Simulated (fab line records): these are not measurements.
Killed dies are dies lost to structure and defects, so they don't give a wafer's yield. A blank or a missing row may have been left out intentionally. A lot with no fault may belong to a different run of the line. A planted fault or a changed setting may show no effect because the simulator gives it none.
fab line records | flow n5_finfet
record: lots: 24 wafers: 72 last_day: 18
route steps=1938 shown GATE_CUT@513 MOL_CONTACT_COAG@545
lots untouched by any fault: they come from a run of this same line in which no faults occurred
start_h: hours from the record's opening day to when the first of the lot's shown wafers began | wait_h: hours elapsed since this lot's preceding step | " the same as in the row above | L1.1+2: a row that stands for several wafers | - no value, or no start given | * or withheld: withheld | < > ~ a bound
route shown NAME@n: a module of which the file shows steps, and the number in the route of the first | usual: the fault-free wafers' mean and standard deviation | same: alike in all rows | chamber/n: place in a boat | sites: per-site readings | _std_site: their standard deviation | _edge_site: outer sites' mean less inner sites' | radius_mm: how far each site lies from the wafer's centre | mask NAME#n: copy n | behind: tool/chamber where the wafer was last shaped | hold: why the lot was held/for how many hours/how that ended | device: transistor that didn't switch, given as n, p or np | end of line: at the end of the route, the tests of the same wafers | a step given without rows: its recipe and nothing more | killed: count of dies lost to structure and defects at first sort (not the wafer's yield) | map: a wafer's dies, x killed, . not, _ none there
set.NAME: the setting as run; set.NAME@STEP: as run at that earlier step | model.NAME: the simulator's own value behind a step, which no gauge read
route steps across a sampled set of lots; one table per step, one row per wafer
services: a tool's chamber out of use, with start hour (start_h, from the record's first day; less than 0 if before it), hours out, and reason
== steps ==
step: N5_GATE_CUT_CMP_43
recipe: material: SiO2 post_cmp_clean: rinse_only
usual: motor_current_A: 11.9/1.1 slurry_flow_ml_min: 150.0/0.43
columns lot.wafer tool chamber start_h wait_h motor_current_A slurry_flow_ml_min
L074.1 cmp-03 3 87.47 0.0 11.4 150.1
L074.4 " 1 " " 11.4 149.6
L074.5 " 3 " " 12.8 150.1
L075.4 cmp-01 2 94.84 0.0 14.6 149.8
L075.3 " 1 " " 12.4 150.2
L075.6 " 2 " " 15.6 149.9
L076.3 cmp-03 1 101.04 0.2 11.9 149.6
L076.2 " 2 " " 10.4 150.2
L076.5 " 0 " " 12.9 150.3
L077.2 cmp-01 2 106.02 0.2 15.2 148.9
L077.3 " 3 " " 11.7 149.8
L077.5 " 0 " " 12.5 150.5
L078.2 cmp-01 2 110.02 0.0 15.3 150.0
L078.1 " 1 " " 12.0 150.8
L078.6 " 2 " " 15.4 150.0
L079.2 cmp-03 3 118.66 0.2 11.4 150.0
L079.1 " 0 " " 12.6 150.2
L079.5 " 1 " " 11.6 149.7
L080.3 cmp-03 1 124.59 0.0 11.8 149.4
L080.2 " 3 " " 11.1 150.0
L080.5 " 2 " " 10.8 149.7
L081.2 cmp-03 2 130.77 0.1 10.6 150.4
L081.6 " 1 " " 11.4 150.3
L081.5 " 2 " " 10.9 150.1
L082.2 cmp-04 0 137.50 0.0 11.1 150.2
L082.3 " 2 " " 11.7 149.8
L082.1 " 3 " " 11.5 150.3
L083.4 cmp-04 0 147.09 0.2 10.4 149.9
L083.6 " 2 " " 11.3 149.7
L083.5 " 3 " " 10.9 149.7
L084.4 cmp-03 0 148.20 0.0 12.9 150.3
L084.2 " 2 " " 11.2 150.0
L084.3 " 3 " " 11.8 149.2
L085.4 cmp-03 0 153.72 0.3 13.2 149.3
L085.5 " 1 " " 11.4 150.3
L085.6 " 2 " " 10.8 150.2
L086.4 cmp-03 1 157.52 0.0 11.6 149.5
L086.2 " 0 " " 12.7 150.4
L086.5 " 2 " " 9.5 149.3
L087.3 cmp-01 3 165.47 0.2 13.2 150.0
L087.2 " 0 " " 12.9 150.7
L087.6 " 0 " " 12.2 149.9
L088.1 cmp-03 1 172.91 0.1 11.7 150.5
L088.3 " 2 " " 10.6 149.7
L088.4 " 3 " " 11.5 150.0
L089.4 cmp-03 2 175.04 0.0 11.0 150.7
L089.3 " 1 " " 11.3 150.2
L089.5 " 3 " " 11.6 149.4
L090.3 cmp-03 2 181.27 0.0 10.4 150.0
L090.4 " 0 " " 13.5 150.3
L090.6 " 3 " " 11.4 150.4
L092.1 cmp-01 0 194.28 0.0 12.4 150.8
L092.4 " 1 " " 12.5 149.2
L092.6 " 0 " " 12.3 149.5
L091.4 cmp-04 1 196.82 0.1 12.9 150.3
L091.2 " 2 " " 11.9 150.2
L091.5 " 1 " " 12.8 150.5
L093.2 cmp-04 0 199.89 0.0 10.2 150.0
L093.1 " 1 " " 12.5 149.2
L093.6 " 0 " " 10.7 150.3
L094.2 cmp-04 0 205.75 0.2 10.1 149.5
L094.3 " 1 " " 12.5 149.4
L094.6 " 3 " " 10.7 149.6
L095.1 cmp-03 3 213.81 0.2 11.3 150.5
L095.3 " 1 " " 11.4 150.3
L095.5 " 3 " " 11.1 150.1
L096.2 cmp-03 1 225.55 0.1 11.8 150.0
L096.1 " 3 " " 11.9 150.2
L096.5 " 0 " " 12.6 151.0
L097.2 cmp-03 0 227.34 0.0 13.4 150.1
L097.1 " 1 " " 11.9 150.4
L097.4 " 2 " " 10.2 149.8
step: N5_GATE_CUT_CMP_61
recipe: stop_on: SiNx t_overpolish_s: 3 post_cmp_clean: alkaline_brush down_force_psi: 4 platen_rpm: 27.09 pad_velocity_m_s: 0.539
usual: motor_current_A: 11.9/1.1 slurry_flow_ml_min: 150.0/0.46
columns lot.wafer tool chamber start_h wait_h motor_current_A slurry_flow_ml_min
L074.1 cmp-03 3 87.95 0.4 11.5 150.5
L074.4 " 1 " " 12.2 149.5
L074.5 " 3 " " 11.8 149.1
L075.4 cmp-01 2 95.32 0.4 14.1 149.9
L075.3 " 1 " " 12.5 149.9
L075.6 " 2 " " 14.8 150.0
L076.3 cmp-03 1 101.47 0.3 11.8 149.5
L076.2 " 2 " " 10.1 148.9
L076.5 " 0 " " 11.9 149.5
L077.2 cmp-01 2 106.40 0.3 14.9 150.1
L077.3 " 3 " " 12.1 149.8
L077.5 " 0 " " 12.3 149.7
L078.2 cmp-01 2 110.50 0.4 15.6 149.8
L078.1 " 1 " " 12.7 149.7
L078.6 " 2 " " 14.1 150.3
L079.2 cmp-03 3 119.04 0.3 11.9 150.1
L079.1 " 0 " " 13.2 150.2
L079.5 " 1 " " 11.1 150.2
L080.3 cmp-03 1 125.07 0.4 11.5 150.4
L080.2 " 3 " " 11.6 150.3
L080.5 " 2 " " 10.8 149.4
L081.2 cmp-03 2 131.20 0.3 10.7 149.9
L081.6 " 1 " " 12.1 149.6
L081.5 " 2 " " 10.1 150.1
L082.2 cmp-04 0 137.98 0.4 10.7 149.8
L082.3 " 2 " " 10.6 150.5
L082.1 " 3 " " 11.2 150.2
L083.4 cmp-04 0 147.47 0.3 10.4 150.1
L083.6 " 2 " " 11.3 150.3
L083.5 " 3 " " 11.5 149.7
L084.4 cmp-03 0 148.68 0.4 13.3 149.0
L084.2 " 2 " " 10.9 150.7
L084.3 " 3 " " 11.5 150.3
L085.4 cmp-03 0 154.05 0.2 12.6 150.2
L085.5 " 1 " " 11.9 149.7
L085.6 " 2 " " 10.5 150.2
L086.4 cmp-03 1 158.00 0.4 12.5 149.8
L086.2 " 0 " " 13.4 150.1
L086.5 " 2 " " 10.2 150.6
L087.3 cmp-01 3 165.95 0.4 12.1 149.7
L087.2 " 0 " " 12.8 149.8
L087.6 " 0 " " 13.0 150.0
L088.1 cmp-03 1 173.34 0.3 11.2 151.0
L088.3 " 2 " " 10.9 150.0
L088.4 " 3 " " 11.7 150.0
L089.4 cmp-03 2 175.52 0.4 10.6 150.2
L089.3 " 1 " " 11.8 149.9
L089.5 " 3 " " 11.8 150.3
L090.3 cmp-03 2 181.75 0.4 10.6 149.5
L090.4 " 0 " " 12.8 150.1
L090.6 " 3 " " 12.1 149.7
L092.1 cmp-01 0 194.76 0.4 12.1 149.3
L092.4 " 1 " " 12.3 149.4
L092.6 " 0 " " 12.6 149.7
L091.4 cmp-04 1 197.30 0.4 13.0 150.3
L091.2 " 2 " " 12.2 149.7
L091.5 " 1 " " 12.5 150.2
L093.2 cmp-04 0 200.37 0.4 10.2 149.2
L093.1 " 1 " " 13.4 150.0
L093.6 " 0 " " 10.3 150.3
L094.2 cmp-04 0 206.13 0.3 10.2 150.1
L094.3 " 1 " " 12.9 149.9
L094.6 " 3 " " 11.1 149.9
L095.1 cmp-03 3 214.24 0.3 11.4 150.0
L095.3 " 1 " " 11.3 151.2
L095.5 " 3 " " 12.1 150.4
L096.2 cmp-03 1 225.98 0.3 11.6 150.8
L096.1 " 3 " " 11.3 150.1
L096.5 " 0 " " 12.9 150.4
L097.2 cmp-03 0 227.82 0.4 13.5 149.9
L097.1 " 1 " " 11.5 150.2
L097.4 " 2 " " 10.0 150.2
step: N5_MOL_CONTACT_COAG_SIL_ANNEAL_21
recipe: temp_c: 550 time_s: 60 ambient: N2
usual: lamp_power_pct: 6.2/0.57 lamp_zone_7_pct: 6.5/0.6 wafer_temp_C_max: 553.0/0.68
columns lot.wafer tool chamber start_h wait_h lamp_power_pct lamp_zone_7_pct wafer_temp_C_max
L074.1 rtp_anneal-02 0 90.20 0.3 6.7 7.1 553.2
L074.4 " 0 " " 6.8 7.1 552.1
L074.5 " 0 " " 6.7 7.1 553.2
L075.3 rtp_anneal-01 0 98.94 0.3 5.6 5.9 552.9
L075.4 " 0 " " 5.6 5.9 553.5
L075.6 " 0 " " 5.6 5.9 553.3
L076.2 rtp_anneal-01 0 103.58 0.3 5.6 5.9 553.1
L076.3 " 0 " " 5.6 5.9 553.6
L076.5 " 0 " " 5.6 5.9 553.6
L077.2 rtp_anneal-02 0 109.01 0.2 6.7 7.1 552.8
L077.3 " 0 " " 6.7 7.1 552.7
L077.5 " 0 " " 6.7 7.1 553.1
L078.1 rtp_anneal-02 0 115.17 0.2 6.7 7.1 553.2
L078.2 " 0 " " 6.7 7.1 552.7
L078.6 " 0 " " 6.7 7.1 553.0
L079.1 rtp_anneal-01 0 121.22 0.2 5.6 5.9 552.9
L079.2 " 0 " " 5.6 5.9 552.4
L079.5 " 0 " " 5.6 5.9 553.7
L080.2 rtp_anneal-02 0 127.33 0.2 6.7 7.1 552.6
L080.3 " 0 " " 6.7 7.1 552.0
L080.5 " 0 " " 6.7 7.1 552.8
L081.2 rtp_anneal-02 0 134.24 0.2 6.7 7.1 552.1
L081.5 " 0 " " 6.7 7.1 552.1
L081.6 " 0 " " 6.8 7.1 552.0
L082.1 rtp_anneal-02 0 140.02 0.2 6.7 7.1 551.9
L082.2 " 0 " " 6.7 7.1 553.1
L082.3 " 0 " " 6.7 7.1 553.1
L083.4 rtp_anneal-01 0 149.73 0.3 5.6 5.9 554.6
L083.5 " 0 " " 5.6 5.9 554.1
L083.6 " 0 " " 5.6 5.9 552.9
L084.2 rtp_anneal-01 0 151.28 0.2 5.6 5.9 554.0
L084.3 " 0 " " 5.6 5.9 554.0
L084.4 " 0 " " 5.6 5.9 554.9
L085.4 rtp_anneal-02 0 156.41 0.3 6.7 7.1 553.4
L085.5 " 0 " " 6.7 7.1 552.8
L085.6 " 0 " " 6.7 7.1 552.6
L086.2 rtp_anneal-01 0 160.24 0.3 5.6 5.9 554.0
L086.4 " 0 " " 5.6 5.9 553.0
L086.5 " 0 " " 5.6 5.9 553.9
L087.2 rtp_anneal-01 0 168.62 0.2 5.6 5.9 552.5
L087.3 " 0 " " 5.6 5.9 553.8
L087.6 " 0 " " 5.6 5.9 554.2
L088.1 rtp_anneal-01 0 177.40 0.2 5.6 5.9 554.4
L088.3 " 0 " " 5.6 5.9 552.3
L088.4 " 0 " " 5.6 5.9 552.6
L089.3 rtp_anneal-01 0 178.16 0.3 5.6 5.9 552.8
L089.4 " 0 " " 5.6 5.9 552.5
L089.5 " 0 " " 5.6 5.9 553.5
L090.3 rtp_anneal-02 0 184.08 0.3 6.7 7.1 553.0
L090.4 " 0 " " 6.7 7.1 553.1
L090.6 " 0 " " 6.7 7.1 552.6
L092.1 rtp_anneal-02 0 196.91 0.2 6.7 7.1 552.1
L092.4 " 0 " " 6.7 7.1 552.2
L092.6 " 0 " " 6.7 7.1 552.6
L091.2 rtp_anneal-02 0 199.91 0.2 6.7 7.1 551.9
L091.4 " 0 " " 6.7 7.1 551.6
L091.5 " 0 " " 6.7 7.1 552.7
L093.1 rtp_anneal-01 0 204.11 0.3 5.6 5.9 553.5
L093.2 " 0 " " 5.6 5.9 552.6
L093.6 " 0 " " 5.6 5.9 553.9
L094.2 rtp_anneal-01 0 209.86 0.2 5.6 5.9 553.0
L094.3 " 0 " " 5.6 5.9 553.9
L094.6 " 0 " " 5.6 5.9 553.2
L095.1 rtp_anneal-02 0 216.96 0.2 6.7 7.1 553.0
L095.3 " 0 " " 6.7 7.1 553.2
L095.5 " 0 " " 6.7 7.1 552.7
L096.1 rtp_anneal-01 0 229.22 0.2 5.6 5.9 553.4
L096.2 " 0 " " 5.6 5.9 552.4
L096.5 " 0 " " 5.6 5.9 553.3
L097.1 rtp_anneal-02 0 230.06 0.2 6.7 7.1 552.4
L097.2 " 0 " " 6.7 7.1 552.2
L097.4 " 0 " " 6.7 7.1 552.0
step: N5_MOL_CONTACT_COAG_SPUTTER_143
recipe: material: Co target_thk_a: 25 temp_c: 25 chamber_pressure_pa: 0.2
usual: chamber_pressure_pa: 0.2000/0.00043 throttle_valve_pct: 30.0/0.88
columns lot.wafer tool chamber start_h wait_h chamber_pressure_pa throttle_valve_pct
L074.1 pvd_sputter-01 - 91.16 0.0 0.1994 29.2
L074.4 " - " " 0.1996 31.0
L074.5 " - " " 0.2001 30.3
L075.3 pvd_sputter-02 - 99.80 0.0 0.1999 30.0
L075.4 " - " " 0.1991 28.3
L075.6 " - " " 0.2001 31.3
L076.2 pvd_sputter-03 - 105.45 0.0 0.1999 30.3
L076.3 " - " " 0.2009 30.4
L076.5 " - " " 0.1998 30.0
L077.2 pvd_sputter-02 - 109.90 0.0 0.2003 29.8
L077.3 " - " " 0.2002 31.3
L077.5 " - " " 0.1999 29.8
L078.1 pvd_sputter-03 - 115.93 0.0 0.1998 30.0
L078.2 " - " " 0.2000 29.8
L078.6 " - " " 0.2001 29.7
L079.1 pvd_sputter-02 - 123.21 0.0 0.2008 31.5
L079.2 " - " " 0.2000 29.6
L079.5 " - " " 0.2002 29.0
L080.2 pvd_sputter-01 - 127.65 0.0 0.1999 29.0
L080.3 " - " " 0.1995 29.9
L080.5 " - " " 0.2001 30.2
L081.2 pvd_sputter-02 - 134.97 0.0 0.1997 31.2
L081.5 " - " " 0.1998 28.6
L081.6 " - " " 0.2000 28.7
L082.1 pvd_sputter-02 - 142.01 0.0 0.2004 31.3
L082.2 " - " " 0.1997 29.1
L082.3 " - " " 0.2000 28.6
L083.4 pvd_sputter-01 - 151.12 0.0 0.2001 29.0
L083.5 " - " " 0.2006 29.1
L083.6 " - " " 0.1998 30.4
L084.2 pvd_sputter-01 - 151.82 0.0 0.2004 31.4
L084.3 " - " " 0.2007 29.0
L084.4 " - " " 0.2007 30.0
L085.4 pvd_sputter-03 - 158.18 0.0 0.2003 29.8
L085.5 " - " " 0.1999 30.2
L085.6 " - " " 0.1999 30.3
L086.2 pvd_sputter-01 - 162.71 0.0 0.2004 31.3
L086.4 " - " " 0.1990 30.0
L086.5 " - " " 0.2004 31.1
L087.2 pvd_sputter-02 - 169.24 0.0 0.2000 28.6
L087.3 " - " " 0.2001 31.4
L087.6 " - " " 0.1992 29.6
L088.1 pvd_sputter-01 - 178.39 0.0 0.2000 30.5
L088.3 " - " " 0.2006 30.2
L088.4 " - " " 0.1994 31.3
L089.3 pvd_sputter-02 - 178.71 0.0 0.2000 31.5
L089.4 " - " " 0.2003 28.5
L089.5 " - " " 0.2001 28.8
L090.3 pvd_sputter-01 - 184.29 0.0 0.2005 31.1
L090.4 " - " " 0.2003 30.2
L090.6 " - " " 0.2000 28.9
L092.1 pvd_sputter-01 - 197.44 0.0 0.1996 30.3
L092.4 " - " " 0.2000 29.2
L092.6 " - " " 0.2002 28.8
L091.2 pvd_sputter-01 - 200.78 0.0 0.2004 30.2
L091.4 " - " " 0.1996 31.0
L091.5 " - " " 0.1997 29.9
L093.1 pvd_sputter-02 - 204.57 0.0 0.2002 31.3
L093.2 " - " " 0.1999 30.0
L093.6 " - " " 0.1999 31.5
L094.2 pvd_sputter-03 - 210.58 0.0 0.2008 30.8
L094.3 " - " " 0.2004 30.4
L094.6 " - " " 0.2000 30.6
L095.1 pvd_sputter-01 - 219.13 0.0 0.2004 30.8
L095.3 " - " " 0.2003 28.9
L095.5 " - " " 0.2003 31.2
L096.1 pvd_sputter-03 - 229.49 0.0 0.2000 30.1
L096.2 " - " " 0.1995 30.2
L096.5 " - " " 0.2001 30.6
L097.1 pvd_sputter-02 - 230.50 0.0 0.2008 28.5
L097.2 " - " " 0.2006 31.3
L097.4 " - " " 0.2001 28.9
step: N5_MOL_CONTACT_COAG_CMP_23
recipe: stop_on: SiO2 t_overpolish_s: 1.5 post_cmp_clean: cu_alkaline down_force_psi: 2 platen_rpm: 50.289 pad_velocity_m_s: 1.0006 target_thk_nm: 0
usual: motor_current_A: 7.9/0.81 overpolish_run_s: 1.501/0.009 slurry_flow_ml_min: 150.1/0.43 time_to_endpoint_s: 10.2/2.5
columns lot.wafer tool chamber start_h wait_h motor_current_A overpolish_run_s slurry_flow_ml_min time_to_endpoint_s
L074.1 cmp-02 1 93.70 0.0 8.8 1.492 150.4 7.0
L074.4 " 0 " " 9.5 1.480 149.8 10.6
L074.5 " 2 " " 8.8 1.497 149.4 4.8
L075.3 cmp-04 0 102.66 0.1 7.0 1.487 150.4 14.2
L075.4 " 2 " " 7.5 1.499 150.0 7.9
L075.6 " 0 " " 6.8 1.499 150.4 15.8
L076.2 cmp-03 1 108.64 0.0 7.4 1.495 149.8 10.0
L076.3 " 2 " " 6.8 1.509 150.4 13.8
L076.5 " 1 " " 7.8 1.505 150.0 8.7
L077.2 cmp-03 0 115.16 0.1 8.9 1.514 150.0 11.8
L077.3 " 1 " " 7.8 1.493 150.5 8.7
L077.5 " 0 " " 8.6 1.490 150.0 10.2
L078.1 cmp-04 0 119.14 0.0 7.1 1.517 149.8 17.0
L078.2 " 1 " " 8.8 1.518 150.1 7.7
L078.6 " 1 " " 8.3 1.479 150.6 7.9
L079.1 cmp-02 3 126.44 0.0 6.7 1.515 150.1 9.5
L079.2 " 2 " " 8.4 1.497 149.7 6.0
L079.5 " 3 " " 6.7 1.518 149.9 10.0
L080.3 cmp-03 1 130.14 0.0 7.9 1.503 150.3 6.3
L080.2 " 3 " " 7.8 1.514 150.6 6.8
L080.5 " 2 " " 7.2 1.515 149.9 8.6
L081.2 cmp-02 2 138.37 0.1 8.3 1.504 150.1 5.0
L081.6 " 3 " " 6.7 1.502 149.8 7.1
L081.5 " 0 " " 9.2 1.503 150.2 11.5
L082.1 cmp-02 2 144.37 0.0 8.8 1.505 150.1 7.2
L082.2 " 3 " " 7.0 1.501 149.8 11.3
L082.3 " 1 " " 8.7 1.504 149.9 11.7
L083.4 cmp-02 0 154.96 0.1 8.7 1.491 150.1 11.9
L083.5 " 2 " " 8.6 1.500 149.7 7.9
L083.6 " 3 " " 6.8 1.508 150.1 12.0
L084.3 cmp-03 0 155.15 0.0 8.0 1.509 150.0 12.3
L084.4 " 1 " " 7.5 1.506 150.3 8.7
L084.2 " 2 " " 6.9 1.509 150.8 12.3
L085.4 cmp-04 0 162.73 0.0 6.6 1.499 150.6 12.4
L085.6 " 0 " " 6.8 1.486 149.8 14.1
L085.5 " 1 " " 8.6 1.504 150.2 6.0
L086.4 cmp-03 0 165.38 0.3 8.3 1.491 149.8 13.9
L086.2 " 2 " " 7.3 1.501 150.2 13.6
L086.5 " 3 " " 7.7 1.510 149.9 11.2
L087.3 cmp-02 0 172.50 0.1 9.1 1.511 149.6 12.6
L087.2 " 1 " " 8.9 1.504 149.9 10.2
L087.6 " 2 " " 8.0 1.492 150.5 10.0
L088.3 cmp-02 1 181.84 0.0 8.5 1.502 151.1 10.2
L088.1 " 3 " " 6.8 1.492 150.4 8.2
L088.4 " 0 " " 9.7 1.508 150.2 13.2
L089.4 cmp-02 1 182.67 0.1 8.4 1.479 149.4 12.1
L089.3 " 2 " " 8.4 1.499 149.8 8.2
L089.5 " 1 " " 8.7 1.513 148.7 11.7
L090.4 cmp-03 2 187.09 0.1 6.9 1.490 150.4 11.8
L090.3 " 3 " " 8.0 1.512 150.6 9.1
L090.6 " 1 " " 7.4 1.487 149.8 6.1
L092.1 cmp-02 2 200.72 0.0 8.7 1.497 150.0 8.7
L092.4 " 0 " " 9.4 1.512 150.7 12.7
L092.6 " 3 " " 6.6 1.488 150.2 9.6
L091.2 cmp-04 3 204.18 0.0 7.2 1.506 150.3 11.3
L091.4 " 0 " " 7.1 1.502 149.8 16.5
L091.5 " 0 " " 7.1 1.499 150.3 15.3
L093.2 cmp-02 0 207.45 0.0 9.3 1.513 150.7 10.9
L093.1 " 3 " " 6.4 1.489 149.8 7.7
L093.6 " 1 " " 8.8 1.503 150.8 7.4
L094.2 cmp-03 2 212.76 0.0 6.7 1.504 149.9 9.2
L094.3 " 0 " " 8.4 1.499 151.0 13.9
L094.6 " 2 " " 7.0 1.499 150.4 11.4
L095.1 cmp-04 2 221.79 0.5 7.7 1.484 150.5 9.6
L095.3 " 1 " " 8.2 1.488 150.9 8.7
L095.5 " 2 " " 7.4 1.502 150.4 6.3
L096.2 cmp-04 2 231.42 0.0 7.8 1.495 149.5 6.6
L096.1 " 3 " " 7.7 1.500 149.1 12.4
L096.5 " 2 " " 7.9 1.496 150.7 8.9
L097.4 cmp-03 2 233.83 0.1 7.3 1.502 150.4 13.3
L097.1 " 3 " " 7.8 1.498 149.7 9.7
L097.2 " 0 " " 8.6 1.498 149.7 13.4
step: N5_MOL_CONTACT_COAG_ALD_27
recipe: material: SiOC target_thk_a: 170 temp_c: 400 ald_precursor_family: carbosiloxane ald_co_reactant: H2-plasma pulse_time_s: 1.5 time_s: 2720 purge_time_s: 2 co_reactant_purge_time_s: 2 ald_cycles: 340 pressure_torr: 2
usual: heater_power_outer_w: 516/51 heater_power_w: 848/62 precursor_pulse_height_rel: 0.999/0.02
columns lot.wafer tool chamber start_h wait_h heater_power_outer_w heater_power_w precursor_pulse_height_rel
L074.1 ald_sin-03 0 94.57 0.0 422 739 0.988
L074.4 " 1 " " 497 805 0.991
L074.5 " 1 " " 490 804 0.976
L075.3 ald_sin-02 1 103.49 0.0 481 778 1.015
L075.4 " 0 " " 457 782 1.039
L075.6 " 3 " " 508 835 1.012
L076.2 ald_sin-03 1 109.50 0.0 499 822 0.992
L076.3 " 0 " " 417 739 1.018
L076.5 " 1 " " 495 795 1.016
L077.2 ald_sin-01 1 115.95 0.0 524 879 1.002
L077.3 " 0 " " 591 910 1.023
L077.5 " 2 " " 506 897 0.989
L078.1 ald_sin-02 3 119.96 0.0 507 837 1.009
L078.2 " 2 " " 485 812 0.971
L078.6 " 3 " " 517 833 1.002
L079.1 ald_sin-01 0 127.35 0.0 593 919 1.024
L079.2 " 2 " " 502 889 1.021
L079.5 " 0 " " 587 925 1.004
L080.2 ald_sin-03 3 130.96 0.0 514 831 0.982
L080.3 " 2 " " 563 941 0.985
L080.5 " 2 " " 575 944 1.029
L081.2 ald_sin-02 2 139.08 0.0 481 812 0.976
L081.5 " 1 " " 481 774 0.998
L081.6 " 0 " " 463 788 0.995
L082.1 ald_sin-02 3 145.42 0.2 509 853 1.002
L082.2 " 0 " " 472 803 0.984
L082.3 " 1 " " 497 811 1.005
L083.4 ald_sin-02 2 155.72 0.0 489 789 0.972
L083.5 " 0 " " 471 765 1.003
L083.6 " 1 " " 477 800 0.981
L084.2 ald_sin-01 1 157.10 1.1 502 874 1.015
L084.3 " 3 " " 656 941 1.029
L084.4 " 0 " " 603 924 0.994
L085.4 ald_sin-02 0 163.80 0.3 468 766 1.003
L085.5 " 3 " " 522 856 0.994
L085.6 " 2 " " 499 775 0.952
L086.2 ald_sin-03 2 166.17 0.0 557 962 1.025
L086.4 " 3 " " 530 838 0.993
L086.5 " 2 " " 572 967 0.997
L087.2 ald_sin-01 2 173.25 0.0 499 886 0.989
L087.3 " 1 " " 511 904 1.007
L087.6 " 2 " " 503 895 0.983
L088.1 ald_sin-02 2 183.76 1.1 497 782 0.992
L088.3 " 0 " " 461 783 1.003
L088.4 " 1 " " 492 763 1.014
L089.3 ald_sin-01 1 184.53 0.7 520 912 0.975
L089.4 " 3 " " 663 965 1.006
L089.5 " 1 " " 507 891 1.029
L090.3 ald_sin-02 2 188.28 0.0 503 809 0.992
L090.4 " 1 " " 494 794 0.992
L090.6 " 1 " " 496 767 1.011
L092.1 ald_sin-01 0 201.55 0.0 591 919 1.012
L092.4 " 0 " " 595 904 1.007
L092.6 " 1 " " 510 887 1.010
L091.2 ald_sin-02 3 205.05 0.0 518 864 1.022
L091.4 " 0 " " 452 784 0.999
L091.5 " 0 " " 469 788 0.995
L093.1 ald_sin-02 1 208.27 0.0 484 785 1.007
L093.2 " 2 " " 495 784 1.015
L093.6 " 1 " " 505 798 0.953
L094.2 ald_sin-03 2 214.65 1.1 557 931 0.996
L094.3 " 3 " " 470 795 0.982
L094.6 " 3 " " 473 795 1.030
L095.1 ald_sin-01 1 222.62 0.0 521 864 0.972
L095.3 " 3 " " 645 953 0.990
L095.5 " 2 " " 516 879 1.001
L096.1 ald_sin-01 3 232.24 0.0 642 952 0.998
L096.2 " 1 " " 507 906 1.017
L096.5 " 0 " " 593 943 1.006
L097.1 ald_sin-01 1 234.65 0.0 513 883 1.005
L097.2 " 0 " " 597 896 1.017
L097.4 " 2 " " 492 859 1.002
== services ==
columns tool chamber start_h hours kind
ald_sin-01 - 67.11 6.0 pm
cmp-02 - 67.49 0.9 repair
pvd_sputter-01 - 67.58 0.9 repair
ald_sin-03 2 71.24 4.0 repair
cmp-01 - 74.26 4.0 pm
cmp-04 - 75.42 7.7 pm
pvd_sputter-02 - 78.69 4.7 repair
ald_sin-02 - 85.25 14.0 pm
cmp-04 - 94.94 7.2 pm
pvd_sputter-01 - 101.64 8.5 repair
cmp-03 - 115.97 0.8 repair
cmp-04 - 127.08 4.0 pm
pvd_sputter-01 - 131.79 0.9 repair
cmp-03 - 133.50 0.8 repair
cmp-02 - 155.76 3.9 repair
cmp-02 - 161.46 4.7 pm
cmp-04 - 180.72 2.6 repair
cmp-03 - 189.92 16.7 pm
cmp-01 - 197.28 2.3 repair
cmp-03 - 213.17 0.3 repair
rtp_anneal-01 - 214.33 2.1 pm
cmp-04 - 216.24 0.4 repair
cmp-03 - 217.93 4.0 pm
cmp-01 - 222.06 19.9 pm
== key ==
fault none
